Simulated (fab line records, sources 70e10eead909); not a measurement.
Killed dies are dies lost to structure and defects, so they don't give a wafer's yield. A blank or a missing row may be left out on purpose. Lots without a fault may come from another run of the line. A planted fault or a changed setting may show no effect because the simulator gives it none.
Problem report in the 8D (eight disciplines) form, filled by code | flow nand_harc | the parts of the form that need people (team, actions taken, sign-off) are left out

1. THE PROBLEM
run_length_s at NHARC_A_CHANNEL_HOLE_D1_ETCH_34 reads a mean of 92.4 s on 1 wafer of 1 lot; wafers without a fault read 98.2 s with a standard deviation of 0.45. That is -13 standard deviations from the usual mean.
The step: etches the open film in CF4/CHF3, target depth 154 nm, time 77 s.
First seen on wafer L611.5, day 17 05:40, on rie_diel-08. The record holds 15 wafers of 5 lots with a number at this step. Rule for "out", or "out of limits": more than 4 standard deviations from the usual mean. The other wafers with a number count as sound.

2. WHAT IT IS AND WHAT IT IS NOT
question                    | is                | is not
which readings at this step | run_length_s      | drypump_motor_current_A, oes_product_au, rf_vpp_V, showerhead_plenum_p_Torr, throttle_valve_pct
which lots                  | L611              | L598, L599, L601, L605
which wafers of those lots  | L611.5            | L611.2, L611.6
read on which tools         | rie_diel-08       | rie_diel-10, rie_diel-11
when                        | from day 17 05:40 | up to then (14 sound wafers)

3. SUSPECTS, AND WHAT RULES EACH OUT
Counting: a tool at a process step up to the reading stays a suspect if it ran every lot that is out. Sound lots after the first of them don't rule it out here, since some wafers of a struck lot are sound.
- rie_diel-08 at NHARC_A_CHANNEL_HOLE_D1_DESCUM_15 (chemistry O2, time 3 s): kept. It ran the lot that is out, L611 (day 17 05:14); its last sound lot up to then is L601 (day 12 13:26).
- rie_diel-08 at NHARC_A_CHANNEL_HOLE_D1_ETCH_38 (etches the open film in CF4, target depth 39 nm, time 65 s): kept. It ran the lot that is out, L611 (day 17 05:19); its last sound lot up to then is L601 (day 12 13:32).
- rie_diel-08 at NHARC_A_CHANNEL_HOLE_D1_ETCH_39 (etches the open film in N2/H2, target depth 260 nm, time 325 s): kept. It ran the lot that is out, L611 (day 17 05:40); its last sound lot up to then is L601 (day 12 13:58). NHARC_A_CHANNEL_HOLE_D1_ETCH_39 gives no start for some lots, so the hours and the order of its lots are those of NHARC_A_CHANNEL_HOLE_D1_ETCH_34.
- rie_diel-08 at NHARC_A_CHANNEL_HOLE_D1_ETCH_34 (etches the open film in CF4/CHF3, target depth 154 nm, time 77 s): kept. It ran the lot that is out, L611 (day 17 05:40); its last sound lot up to then is L601 (day 12 13:58). Its own readings are out on those wafers: run_length_s.
- Within rie_diel-08 at NHARC_A_CHANNEL_HOLE_D1_DESCUM_15: the wafers that are out ran in chamber 0; their sound lot-mates ran in chamber 1.
- Within rie_diel-08 at NHARC_A_CHANNEL_HOLE_D1_ETCH_38: the wafers that are out ran in chamber 0; their sound lot-mates ran in chamber 1.
- Within rie_diel-08 at NHARC_A_CHANNEL_HOLE_D1_ETCH_39: the wafers that are out ran in chamber 3; their sound lot-mates ran in chambers 1, 2.
- Within rie_diel-08 at NHARC_A_CHANNEL_HOLE_D1_ETCH_34: the wafers that are out ran in chamber 0; their sound lot-mates ran in chamber 3.
Left after counting: rie_diel-08 at NHARC_A_CHANNEL_HOLE_D1_DESCUM_15, rie_diel-08 at NHARC_A_CHANNEL_HOLE_D1_ETCH_38, rie_diel-08 at NHARC_A_CHANNEL_HOLE_D1_ETCH_39, rie_diel-08 at NHARC_A_CHANNEL_HOLE_D1_ETCH_34.

4. THE CAUSE (what the simulator had put in)
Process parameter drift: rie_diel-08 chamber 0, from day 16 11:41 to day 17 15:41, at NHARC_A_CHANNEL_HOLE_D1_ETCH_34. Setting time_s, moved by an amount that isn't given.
Counting left 4 suspects, and this tool is among them.

5. THE CHAIN OF EFFECTS, in route order
Each row: a reading whose mean over the struck wafers that have a number lies more than 3 standard deviations from the usual. Only readings for which the record gives a usual standard deviation are gone through. hours: the time from each lot's start at the first step in this table that gives one to its start at this step, as a median over the lots. sigmas: the change in usual standard deviations.
hours | step                            | reading      | usual  | on struck wafers | change | sigmas
0     | NHARC_A_CHANNEL_HOLE_D1_ETCH_34 | run_length_s | 98.2 s | 92.4             | -5.8   | -13
The process steps in it:
- NHARC_A_CHANNEL_HOLE_D1_ETCH_34: etches the open film in CF4/CHF3, target depth 154 nm, time 77 s.
Readings that are blank on the struck wafers while sound wafers have them: bias_w at NHARC_A_CHANNEL_HOLE_D1_ETCH_34.
Later measuring or inspecting steps at which every struck wafer that the step has a row for has a number for every such reading, and none has moved that far: NHARC_END_SORT_01.

6. WHAT WOULD HAVE CAUGHT IT SOONER
In this record the first reading out of limits was taken at day 17 05:40, 18 hours after the fault began at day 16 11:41.
